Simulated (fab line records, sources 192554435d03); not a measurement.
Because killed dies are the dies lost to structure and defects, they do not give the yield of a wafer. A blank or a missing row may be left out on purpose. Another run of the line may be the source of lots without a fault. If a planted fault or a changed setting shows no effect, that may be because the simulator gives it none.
3 desks, one fault || flow n5-finfet || what lay behind the numbers comes last; until then each desk has only its own

== FROM THE METROLOGY DESK ==
Means of the sampled wafers that have a number, per lot and without regard to the tool the lot ran on: this is what the gauges read. Marked OUT: a lot whose mean sits more than 4 standard deviations from the usual mean, which makes it out of limits; the brackets give that distance.
Columns: A = cd-nm at N5_BEOL_M12_CD_MEAS_10, usual 139.8 nm; B = V11_OVL at N5_BEOL_M12_OVL_MEAS_11, usual 1 nm; C = cd-nm at N5_BEOL_M12_CD_MEAS_17, usual 140.1 nm
{"lot": "L454", "first seen here": "day 11 12:16", "A": 139.7, "B": -9, "C": 140.3}
{"lot": "L457", "first seen here": "day 11 22:04", "A": 138.7, "B": 2, "C": 138.4}
{"lot": "L465", "first seen here": "day 13 19:55", "A": 140.0, "B": 2, "C": 140.6}
{"lot": "L469", "first seen here": "day 14 18:32", "A": 140.4, "B": 7, "C": 141.2}
{"lot": "L473", "first seen here": "day 16 09:20", "A": 140.4, "B": 4, "C": 139.7}
Result from this desk: across the 5 lots, nothing is out of limits.

== FOR THE TOOL OWNER'S DESK: litho-track-04 ==
The tool's own readings at N5_BEOL_M12_COAT_65 (time 60 s, resist thk 300 nm): means of the sampled wafers that have a number, for each lot that ran on this tool. Marked OUT: a lot whose mean sits more than 4 standard deviations from the usual mean, which makes it out of limits; the brackets give that distance.
Columns: A = plate-temp-C at N5_BEOL_M12_COAT_65, usual 249.98 C; B = resist-line-temp-C at N5_BEOL_M12_COAT_65, usual 23.01 C; C = spin-speed-rpm at N5_BEOL_M12_COAT_65, usual 1499.9 rpm
{"lot": "L454", "first seen here": "day 11 12:53", "A": 249.80, "B": 23.06, "C": 1500.7}
{"lot": "L465", "first seen here": "day 13 20:41", "A": 250.16, "B": 22.92, "C": "1449.7 (-50) OUT"}
This desk's verdict: out of limits on L465, starting with L465 at day 13 20:41 (spin-speed-rpm at N5_BEOL_M12_COAT_65). In limits: L454.

== THE DEFECT DESK ==
Inspection counts along the route, by lot: the mean over sampled wafers that carry a number. Marked OUT: a lot whose mean sits more than 4 standard deviations from the usual mean, which makes it out of limits; the brackets give that distance.
Columns: A = raw-defect-count at N5_BEOL_M12_INSPECT_12, usual 2.2
{"lot": "L454", "first seen here": "day 11 12:19", "A": 1.0}
{"lot": "L457", "first seen here": "day 11 22:07", "A": 2.0}
{"lot": "L465", "first seen here": "day 13 19:58", "A": 2.7}
{"lot": "L469", "first seen here": "day 14 18:35", "A": 2.3}
{"lot": "L473", "first seen here": "day 16 09:23", "A": 1.7}
Result from this desk: across the 5 lots, nothing is out of limits.

== BROUGHT TOGETHER ==
At day 13 20:41, on L465, the tool owner's desk was in a position to raise an alarm.
The metrology desk saw nothing out of limits.
No out-of-limits result turned up at the defect desk.
The metrology desk has L465 on record, within its limits.
The defect desk has L465 on record, within its limits.
All the named lots went through N5_BEOL_M12_COAT_65 on litho-track-04.

== WHAT THE SIMULATOR PUT IN ==
Process parameter drift: litho-track-04, from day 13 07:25 on, at N5_BEOL_M12_COAT_65. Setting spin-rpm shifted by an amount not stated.
Shown lots that were struck: L465.
Delay in hours, fault start to first out-of-limits reading, by desk: the tool owner's desk at 13.
